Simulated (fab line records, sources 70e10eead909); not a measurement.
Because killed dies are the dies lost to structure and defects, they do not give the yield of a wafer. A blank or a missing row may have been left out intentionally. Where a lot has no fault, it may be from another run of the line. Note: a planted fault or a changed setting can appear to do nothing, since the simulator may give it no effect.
Commonality check across tools || flow nand_harc || Lots sampled 2, wafers sampled 6

## REASON IT WAS OPENED
At NHARC_END_SORT_01 the reading killed_at_array is flagged on 2 of 2 lots. Fault-free wafers read 25, with a standard deviation of 9.5.
Rule: flag the lot when none of its wafers has a number, or when each of its wafers that has one lies beyond 4 standard deviations from that mean. All remaining lots are regarded as sound.

{"lot": "L100", "measured": "day 25 02:05", "on": "prober-02", "killed_at_array, wafer by wafer": "109 103 68", "flag": "FLAGGED"}
{"lot": "L999", "measured": "day 25 07:31", "on": "prober-02", "killed_at_array, wafer by wafer": "80 111 75", "flag": "FLAGGED"}
Average over the flagged lots: 91; offset from the usual +66, equal to +7 standard deviations.

## LOT BY LOT: THE TOOL USED
4 process steps preceding the reading are held in the record, out of 1159 steps in the route. Each cell gives the tool, then ch followed by the chambers the sampled wafers passed through, then the start.
{"lot": "L100", "flag": "FLAGGED", "NHARC_A_STAIRCASE_STRIP_446": "plasma_asher-02 ch 0,1, day 19 11:10", "NHARC_A_M1_STRIP_18": "rie_diel-04 ch 0,1,2, day 23 14:24", "NHARC_A_M1_DEGAS_29": "pvd_sputter-03, day 23 15:01", "NHARC_A_M1_CMP_23": "cmp-02 ch 0,1,2, day 23 16:08"}
{"lot": "L999", "flag": "FLAGGED", "NHARC_A_STAIRCASE_STRIP_446": "plasma_asher-02 ch 0,1, day 19 12:22", "NHARC_A_M1_STRIP_18": "rie_diel-04 ch 0,2,3, day 23 18:11", "NHARC_A_M1_DEGAS_29": "pvd_sputter-03, day 23 18:50", "NHARC_A_M1_CMP_23": "cmp-02 ch 0,1,3, day 23 19:55"}
What is done by these steps:
- NHARC_A_STAIRCASE_STRIP_446: strips in O2.
- NHARC_A_M1_STRIP_18: strips in N2/H2.
- NHARC_A_M1_DEGAS_29: time 60 s.
- NHARC_A_M1_CMP_23: polishes, t overpolish 20 s, target thk 154.34 nm.
- NHARC_END_SORT_01

## FLAGGED AGAINST TOTAL, ONE TOOL AT A TIME (gauges that did the reading follow at the end)
{"step": "NHARC_A_STAIRCASE_STRIP_446", "tool": "plasma_asher-02", "lots run": 2, "flagged": 2, "share of the flagged lots": "all", "sound lots run after its first flagged lot": 0}
{"step": "NHARC_A_M1_STRIP_18", "tool": "rie_diel-04", "lots run": 2, "flagged": 2, "share of the flagged lots": "all", "sound lots run after its first flagged lot": 0}
{"step": "NHARC_A_M1_DEGAS_29", "tool": "pvd_sputter-03", "lots run": 2, "flagged": 2, "share of the flagged lots": "all", "sound lots run after its first flagged lot": 0}
{"step": "NHARC_A_M1_CMP_23", "tool": "cmp-02", "lots run": 2, "flagged": 2, "share of the flagged lots": "all", "sound lots run after its first flagged lot": 0}
{"step": "NHARC_END_SORT_01", "tool": "prober-02", "lots run": 2, "flagged": 2, "share of the flagged lots": "all", "sound lots run after its first flagged lot": 0}

## THE TABLE: WHAT IT ALLOWS
5 rows of the table ran every flagged lot: plasma_asher-02 at NHARC_A_STAIRCASE_STRIP_446, rie_diel-04 at NHARC_A_M1_STRIP_18, pvd_sputter-03 at NHARC_A_M1_DEGAS_29, cmp-02 at NHARC_A_M1_CMP_23, prober-02 at NHARC_END_SORT_01.
- plasma_asher-02 at NHARC_A_STAIRCASE_STRIP_446: 2 of its 2 lots flagged. In this sample it ran no sound lot ahead of its first flagged lot, so there is no way to narrow down the start.
- rie_diel-04 at NHARC_A_M1_STRIP_18: 2 of its 2 lots flagged. In this sample it ran no sound lot ahead of its first flagged lot, so there is no way to narrow down the start.
- pvd_sputter-03 at NHARC_A_M1_DEGAS_29: 2 of its 2 lots flagged. In this sample it ran no sound lot ahead of its first flagged lot, so there is no way to narrow down the start.
- cmp-02 at NHARC_A_M1_CMP_23: 2 of its 2 lots flagged. In this sample it ran no sound lot ahead of its first flagged lot, so there is no way to narrow down the start.
- prober-02 at NHARC_END_SORT_01: 2 of its 2 lots flagged. In this sample it ran no sound lot ahead of its first flagged lot, so there is no way to narrow down the start.
These 5 tools cannot be told apart by counting lots, since each of them fits a fault that started at some hour. More lots, or a look at what each step does to the wafer, might.

## WHAT HAD BEEN PUT IN BY THE SIMULATOR
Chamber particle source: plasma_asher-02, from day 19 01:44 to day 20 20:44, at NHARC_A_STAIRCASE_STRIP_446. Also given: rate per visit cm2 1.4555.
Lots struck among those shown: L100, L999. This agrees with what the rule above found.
